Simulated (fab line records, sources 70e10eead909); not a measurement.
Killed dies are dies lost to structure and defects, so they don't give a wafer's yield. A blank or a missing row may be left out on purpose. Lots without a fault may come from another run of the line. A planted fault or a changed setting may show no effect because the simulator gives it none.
fab line records | flow nand_harc
record lots=5 wafers=15 last_day=33
route steps=1302 shown A_WL_FILL@965 END@1302
lots that met no fault: from a run of the same line without faults
start_h: hours from the record's first day to the start of the lot's first wafer shown | wait_h: hours since the lot's step before | " the same as in the row above | L1.1+2: a row that stands for several wafers | - no value, or no start given | * or withheld: withheld | < > ~ a bound
route shown NAME@n: a module of which the file shows steps, and the number in the route of the first | usual: mean/standard deviation of fault-free wafers | same: alike in all rows | chamber/n: place in a boat | sites: the reading at each site | _std_site: their standard deviation | _edge_site: outer sites' mean less inner sites' | radius_mm: how far each site lies from the wafer's centre | mask NAME#n: copy n | behind: the tool/chamber that last shaped the wafer | hold: why the lot was held/for how many hours/how that ended | device: the transistor (n, p or np) that didn't switch | end of line: the same wafers' tests at the end of the route | a step without rows: its recipe alone | killed: dies lost to structure and defects at the first sort, not the wafer's yield | map: a wafer's dies, x killed, . not, _ none there
set.NAME: the setting as run; set.NAME@STEP: as run at that earlier step | model.NAME: the simulator's own value behind a step, which no gauge read
lots at some steps of the route; a table a step, a row a wafer
services: from which hour (start_h, from the record's first day; less than 0 if before it) a tool's chamber was out of use, for how many hours, and why
## steps
# step NHARC_A_WL_FILL_ALD_10
# recipe target_thk_a=500 pulse_time_s=10 ald_cycles=500 temp_c=300 material=SiO2
# usual heater_power_w=470/42 precursor_pulse_height_rel=1.001/0.022
# columns lot.wafer tool chamber start_h wait_h heater_power_w precursor_pulse_height_rel since_wet_clean_h
L977.2 ald_hk-03 2 489.26 0.1 494 1.003 90
L977.4 " 1 490.80 1.6 447 0.999 91
L977.6 " 2 " " 504 0.988 -
L980.3 ald_hk-02 2 495.33 0.6 525 1.033 136
L980.2 " 3 " " 415 0.933 136
L980.1 " 0 " " 522 0.967 137
L993.2 ald_hk-02 0 643.04 0.6 522 0.986 105
L993.3 " 1 " " 433 0.986 106
L993.1 " 2 " " 494 1.015 106
L999.2 ald_hk-03 3 683.29 0.6 480 0.986 106
L999.5 " 2 684.82 2.1 484 1.032 -
L999.6 " 3 " " 490 0.995 -
L100.3 ald_hk-04 3 704.95 0.6 418 1.029 79
L100.1 " 0 " " 441 0.972 79
L100.5 " 3 706.98 2.6 422 0.978 -
# step NHARC_A_WL_FILL_ETCHBACK_16
# recipe target_depth_a=1200 time_s=24 c4f8_flow_sccm=withheld o2_flow_sccm=8 ar_flow_sccm=withheld rf_w=600 bias_w=800 chemistry=C4F8/O2/Ar
# usual oes_product_au=0.986/0.026 rf_vpp_V=724/3.7
# columns lot.wafer tool chamber start_h wait_h oes_product_au rf_hours_counter_h rf_vpp_V
L977.2 rie_diel-12 0 - - 1.009 1.4 720
L977.4 " 1 " " 0.991 1.3 721
L977.6 " 0 " " 1.023 - 721
L980.3 rie_diel-12 1 - - 1.000 1.7 723
L980.1 " 2 " " 0.996 1.5 719
L980.2 " 0 " " 1.019 1.8 720
L993.2 rie_diel-05 1 - - 0.995 1.7 722
L993.1 " 2 " " 0.986 1.7 719
L993.3 " 3 " " 0.994 1.8 730
L999.2 rie_diel-04 0 - - 1.008 7.0 726
L999.6 " 3 " " 0.995 - 730
L999.5 " 0 " " 1.000 - 724
L100.3 rie_diel-12 1 - - 0.940 1.9 722
L100.1 " 3 " " 0.962 2.4 728
L100.5 " 0 " " 0.958 - 719
# step NHARC_A_WL_FILL_STRIP_29
# recipe time_s=20 o2_flow_sccm=500 ar_flow_sccm=0 bias_w=0 chemistry=O2
# step NHARC_A_WL_FILL_ETCHBACK_17
# recipe target_depth_a=40 time_s=26.7 chemistry=Cl2/BCl3
# usual drypump_motor_current_A=5.8/0.55 oes_product_au=0.994/0.0087
# columns lot.wafer tool chamber start_h wait_h drypump_motor_current_A oes_product_au rf_hours_counter_h
L977.2 rie_metal-01 0 494.09 - 5.3 0.999 1.5
L977.4 " 1 " " 6.2 0.994 -
L977.6 " 1 " " 6.2 0.997 -
L980.2 rie_metal-02 0 499.64 - 4.9 0.994 1.1
L980.1 " 1 " " 5.6 1.002 1.1
L980.3 " 1 " " 5.6 0.998 -
L993.2 rie_metal-01 1 647.87 - 6.2 0.994 0.8
L993.1 " 0 " " 5.3 0.996 0.8
L993.3 " 1 " " 6.2 0.996 -
L999.2 rie_metal-03 1 688.06 - 6.7 0.990 3.9
L999.5 " 0 " " 6.0 0.993 -
L999.6 " 1 " " 6.6 0.988 -
L100.1 rie_metal-01 1 709.26 - 6.2 0.982 2.1
L100.3 " 1 " " 6.2 0.991 -
L100.5 " 1 " " 6.2 0.983 -
# step NHARC_A_WL_FILL_PRECLEAN_18
# recipe time_s=30 chemistry=dHF
# step NHARC_A_WL_FILL_SRD_21
# step NHARC_A_WL_FILL_CVD_23
# recipe target_thk_a=400 temp_c=620 pressure_mtorr=200 time_s=800 material=poly-Si
# step NHARC_A_WL_FILL_ETCHBACK_26
# recipe target_depth_a=520 time_s=13.3 hbr_flow_sccm=150 rf_w=350 icp_w=350 bias_w=60 chemistry=HBr
# usual drypump_motor_current_A=5.8/0.36 oes_product_au=1.002/0.0093 throttle_valve_pct=23.267/0.0093
# columns lot.wafer tool chamber start_h wait_h drypump_motor_current_A oes_product_au rf_hours_counter_h throttle_valve_pct
L977.4 rie_si-01 3 499.18 0.4 5.8 1.001 0.8 23.258
L977.2 " 2 " " 6.6 0.994 0.7 23.271
L977.6 " 3 " " 5.8 1.015 - 23.269
L980.2 rie_si-06 3 504.84 0.4 6.3 1.013 0.4 23.252
L980.1 " 0 " " 5.6 1.011 0.4 23.264
L980.3 " 1 " " 5.3 0.998 0.4 23.263
L993.3 rie_si-01 2 652.62 0.4 6.6 0.982 0.8 23.270
L993.1 " 3 " " 5.8 1.016 0.5 23.258
L993.2 " 1 " " 6.2 1.000 0.7 23.252
L999.2 rie_si-01 3 693.27 0.4 5.8 1.014 0.8 23.268
L999.5 " 0 " " 5.5 0.994 - 23.266
L999.6 " 1 " " 6.2 1.005 - 23.259
L100.3 rie_si-06 3 714.38 0.4 6.3 1.016 0.6 23.264
L100.1 " 0 " " 5.6 1.005 0.7 23.253
L100.5 " 0 " " 5.6 1.004 - 23.276
# step NHARC_A_WL_FILL_PRECLEAN_30
# recipe time_s=10 chemistry=dHF
# step NHARC_A_WL_FILL_SRD_14
# step NHARC_A_WL_FILL_ALD_19
# recipe target_thk_a=20 pulse_time_s=3 ald_cycles=100 temp_c=450 material=TiN
# usual heater_power_w=1019/85 precursor_pulse_height_rel=0.998/0.02
# columns lot.wafer tool chamber start_h wait_h heater_power_w precursor_pulse_height_rel since_wet_clean_h
L977.4 ald_metal-02 0 499.45 0.1 909 0.996 57
L977.2 " 1 " " 1053 0.979 58
L977.6 " 1 " " 1034 0.991 -
L980.2 ald_metal-03 1 505.09 0.1 896 0.982 105
L980.1 " 3 " " 1083 0.997 105
L980.3 " 0 " " 1106 1.020 105
L993.2 ald_metal-02 3 652.90 0.1 1059 1.002 33
L993.1 " 1 " " 1079 0.986 33
L993.3 " 2 " " 931 0.982 33
L999.2 ald_metal-03 2 693.52 0.1 1082 0.987 116
L999.5 " 1 " " 935 1.000 -
L999.6 " 2 " " 1102 1.013 -
L100.3 ald_metal-02 1 714.65 0.1 1047 0.972 95
L100.1 " 0 " " 961 1.024 95
L100.5 " 2 " " 909 1.032 -
# step NHARC_A_WL_FILL_CVD_20
# recipe target_thk_a=1000 temp_c=400 pressure_torr=40 wf6_flow_sccm=40 h2_flow_sccm=1600 ar_flow_sccm=1560 time_s=74 material=W
# step NHARC_A_WL_FILL_CMP_12
# recipe t_overpolish_s=30 target_thk_nm=100
# usual motor_current_A=12.6/1.8 overpolish_run_s=29.999/0.0088 time_to_endpoint_s=20.5/2.8
# columns lot.wafer tool chamber start_h wait_h motor_current_A overpolish_run_s time_to_endpoint_s
L977.4 cmp-01 1 499.83 0.1 11.9 30.011 16.7
L977.2 " 3 " " 12.6 29.999 18.6
L977.6 " 1 " " 11.6 30.001 15.2
L980.3 cmp-02 1 505.48 0.1 14.7 30.005 17.6
L980.2 " 2 " " 16.4 30.012 17.1
L980.1 " 3 " " 10.0 30.004 17.9
L993.2 cmp-02 1 653.41 0.2 14.3 30.008 8.9
L993.1 " 2 " " 15.6 29.999 16.6
L993.3 " 0 " " 15.0 29.977 18.4
L999.2 cmp-01 1 693.92 0.2 11.8 30.007 19.4
L999.6 " 3 " " 12.4 29.996 21.4
L999.5 " 0 " " 12.0 29.992 23.9
L100.1 cmp-03 0 715.06 0.2 12.2 30.002 20.7
L100.3 " 2 " " 11.7 29.990 23.0
L100.5 " 3 " " 11.8 29.986 21.5
# step NHARC_END_SORT_01
# recipe temp_c=25
# usual killed_at_array=63/17 killed_at_other=0.8/1.1 killed_at_periphery=3.5/3 killed_dies=67/17 killed_open=3.1/1.6 killed_short=2.6/1.4
# same gross_dies=677
# columns lot.wafer tool chamber start_h wait_h killed_at_array killed_at_other killed_at_periphery killed_dies killed_open killed_short
L980.1 prober-01 0 580.57 2.5 81 0 1 82 3 2
L980.2 prober-01 0 581.36 2.8 84 0 3 87 3 3
L980.3 prober-01 0 582.16 3.1 85 0 2 87 3 4
L977.2 prober-02 0 581.43 2.8 76 1 5 82 6 3
L977.4 prober-02 0 583.01 3.4 76 0 1 77 0 4
L977.6 prober-02 0 584.59 4.0 79 1 5 85 4 1
L993.1 prober-02 0 732.06 2.5 64 0 2 66 4 2
L993.2 prober-02 0 732.86 2.8 68 0 3 71 1 1
L993.3 prober-02 0 733.66 3.1 72 0 1 73 2 4
# killed by level:class
L980.1 A_CHANNEL_HOLE_D2:chamber_film_flake=28 A_SLIT:chamber_film_flake=25 A_STAIRCASE:chamber_film_flake=10 A_CONTACT:unspecified=6 A_CONTACT:chamber_film_flake=4 A_M1:chamber_film_flake=2 P_CONTACT:geometric_particle:open=1 A_ONON_D1:geometric_particle:open=1
L980.2 A_CHANNEL_HOLE_D2:chamber_film_flake=33 A_SLIT:chamber_film_flake=30 A_CONTACT:unspecified=4 A_STAIRCASE:chamber_film_flake=3 A_CONTACT:chamber_film_flake=3 A_M1:chamber_film_flake=3 P_M2:chamber_film_flake=2 P_CONTACT:geometric_particle:open=1
L977.2 A_CHANNEL_HOLE_D2:chamber_film_flake=34 A_CHANNEL_HOLE_D1:chamber_film_flake=27 A_STAIRCASE:chamber_film_flake=7 A_WL_FILL:geometric_particle:open=2 P_M2:chamber_film_flake=2 P_M0:geometric_particle:short=1 P_M2:geometric_particle:open=1 A_ONON_D1:geometric_particle:open=1
L980.3 A_CHANNEL_HOLE_D2:chamber_film_flake=36 A_SLIT:chamber_film_flake=26 A_STAIRCASE:chamber_film_flake=9 A_CONTACT:chamber_film_flake=4 A_CHANNEL_HOLE_D1:chamber_film_flake=2 P_STI:geometric_particle:short=1 P_GATE:geometric_particle:open=1 A_CHANNEL_HOLE_D1:geometric_particle:short=1
L977.4 A_CHANNEL_HOLE_D1:chamber_film_flake=33 A_CHANNEL_HOLE_D2:chamber_film_flake=30 A_CONTACT:chamber_film_flake=5 A_STAIRCASE:chamber_film_flake=4 A_ONON_D2:geometric_particle:short=3 A_CHANNEL_FILL_D1:geometric_particle:short=1 P_M0:chamber_film_flake=1
L977.6 A_CHANNEL_HOLE_D2:chamber_film_flake=32 A_CHANNEL_HOLE_D1:chamber_film_flake=29 A_STAIRCASE:chamber_film_flake=10 P_M2:chamber_film_flake=3 A_CONTACT:chamber_film_flake=3 P_GATE:geometric_particle:open=1 A_SOURCE_PLATE:geometric_particle:open=1 A_DECK1_JOINT:geometric_particle:short=1
L993.1 A_SLIT:chamber_film_flake=23 A_CHANNEL_HOLE_D2:chamber_film_flake=18 A_CHANNEL_HOLE_D1:chamber_film_flake=9 A_CONTACT:chamber_film_flake=5 A_CHANNEL_FILL_D2:chamber_film_flake=2 P_CONTACT:geometric_particle:open=1 A_CHANNEL_FILL_D1:geometric_particle:open=1 A_DECK1_JOINT:geometric_particle:short=1
L993.2 A_SLIT:chamber_film_flake=30 A_CHANNEL_HOLE_D2:chamber_film_flake=14 A_STAIRCASE:chamber_film_flake=7 A_CHANNEL_HOLE_D1:chamber_film_flake=6 A_CONTACT:chamber_film_flake=6 P_GATE:chamber_film_flake=2 A_DECK1_JOINT:geometric_particle:short=1 A_SGD_CUT:geometric_particle:open=1
L993.3 A_CHANNEL_HOLE_D2:chamber_film_flake=23 A_SLIT:chamber_film_flake=21 A_CHANNEL_HOLE_D1:chamber_film_flake=13 A_CONTACT:chamber_film_flake=4 A_STAIRCASE:chamber_film_flake=3 A_CHANNEL_FILL_D1:geometric_particle:short=1 A_DECK1_JOINT:geometric_particle:short=1 A_ONON_D2:geometric_particle:open=1
## services
# columns tool chamber start_h hours kind
cmp-02 - 472.02 1.5 repair
rie_si-06 2 476.03 5.9 repair
cmp-01 - 486.08 4.0 pm
ald_metal-03 2 490.60 1.6 repair
cmp-02 - 502.89 2.1 repair
cmp-01 - 509.07 1.6 repair
ald_metal-03 0 520.87 9.3 repair
cmp-02 - 527.15 4.0 pm
ald_hk-02 - 528.84 10.0 pm
cmp-01 - 535.73 5.2 repair
rie_si-01 - 547.00 9.0 pm
ald_metal-02 - 563.64 1.8 repair
rie_si-01 3 574.16 2.4 repair
rie_metal-01 - 575.00 9.0 pm
ald_metal-02 2 598.98 3.1 repair
rie_si-01 3 602.23 12.5 repair
rie_diel-12 3 603.86 2.5 repair
ald_metal-02 - 610.00 10.0 pm
rie_si-01 3 619.85 21.0 repair
rie_diel-12 - 622.40 9.0 pm
rie_metal-01 1 655.90 2.3 repair
rie_diel-12 1 671.80 7.7 repair
rie_diel-12 - 686.61 1.1 repair
rie_si-01 1 708.23 2.2 repair
## key
first_sign step=NHARC_A_WL_FILL_CMP_12 reading=time_to_endpoint_s direction=down sigmas=4.2 usual=* struck=*
effect none on later readings
met_at NHARC_A_WL_FILL_CMP_12
struck_wafers L993.2
tester_left_out L993
onset_between 505.48 653.41
fault kind=process_parameter_drift tool=cmp-02 chamber=1 onset_h=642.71 steps=NHARC_A_WL_FILL_CMP_12 channel=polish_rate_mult offset=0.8 shape=step end_h=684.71
# tester_left_out: of these lots the tester's yield and bins aren't shown, on N5 and GAA mostly nor the transistor test; their killed dies are dies lost to structure and defects alone, not to doping, threshold or leakage, so they don't give the yield
